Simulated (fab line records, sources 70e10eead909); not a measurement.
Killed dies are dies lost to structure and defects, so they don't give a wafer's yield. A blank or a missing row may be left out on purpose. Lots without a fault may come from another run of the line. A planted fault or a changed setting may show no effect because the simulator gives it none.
Problem report in the 8D (eight disciplines) form, filled by code | flow nand_harc | the parts of the form that need people (team, actions taken, sign-off) are left out

1. THE PROBLEM
exposure_dose_mJ_cm2 at NHARC_A_STAIRCASE_EXPOSE_181 reads a mean of 28.267 on 6 wafers of 2 lots; wafers without a fault read 27.867 with a standard deviation of 0.025. That is +16 standard deviations from the usual mean.
The step: exposes mask STAIR 2.
First seen on wafer L527.1, day 19 23:24, on krf_scanner-02. The record holds 33 wafers of 11 lots with a number at this step. Rule for "out", or "out of limits": more than 4 standard deviations from the usual mean. The other wafers with a number count as sound.

2. WHAT IT IS AND WHAT IT IS NOT
question                    | is                     | is not
which readings at this step | exposure_dose_mJ_cm2   | -
which lots                  | L527, L529             | L518, L519, L520, L521, L526, L536, L537, L538, L539
which wafers of those lots  | all that have a number | -
read on which tools         | krf_scanner-02         | krf_scanner-01, krf_scanner-04
when                        | from day 19 23:24      | up to then (15 sound wafers); but 12 sound wafers of L536, L537, L538, L539 came after

3. SUSPECTS, AND WHAT RULES EACH OUT
Counting: a tool at a process step up to the reading stays a suspect if it ran every lot that is out and no sound lot after the first of them.
- rie_diel-05 at NHARC_A_STAIRCASE_TRIM_12 (chemistry O2, time 211.2 s): ruled out as a lasting fault. Sound lots L536, L538, L539 ran on it after its first lot that is out, L527 (day 19 19:41).
- krf_scanner-02 at NHARC_A_STAIRCASE_EXPOSE_181 (exposes mask STAIR 2): kept. It ran every lot that is out, first L527 (day 19 23:24), and no sound lot after that; its last sound lot up to then is L526 (day 19 02:38). Its own readings are out on those wafers: exposure_dose_mJ_cm2.
Left after counting: krf_scanner-02 at NHARC_A_STAIRCASE_EXPOSE_181.

4. THE CAUSE (what the simulator had put in)
Process parameter drift: krf_scanner-02, from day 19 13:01 on, at NHARC_A_STAIRCASE_EXPOSE_181. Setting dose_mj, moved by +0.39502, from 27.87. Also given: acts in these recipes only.
Counting left only this tool.

5. THE CHAIN OF EFFECTS, in route order
Each row: a reading whose mean over the struck wafers that have a number lies more than 3 standard deviations from the usual. Only readings for which the record gives a usual standard deviation are gone through. hours: the time from each lot's start at the first step in this table that gives one to its start at this step, as a median over the lots. sigmas: the change in usual standard deviations.
hours | step                         | reading              | usual  | on struck wafers | change | sigmas
0     | NHARC_A_STAIRCASE_EXPOSE_181 | exposure_dose_mJ_cm2 | 27.867 | 28.267           | +0.400 | +16
The process steps in it:
- NHARC_A_STAIRCASE_EXPOSE_181: exposes mask STAIR 2.

6. WHAT WOULD HAVE CAUGHT IT SOONER
In this record the first reading out of limits was taken at day 19 23:24, 10 hours after the fault began at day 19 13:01.
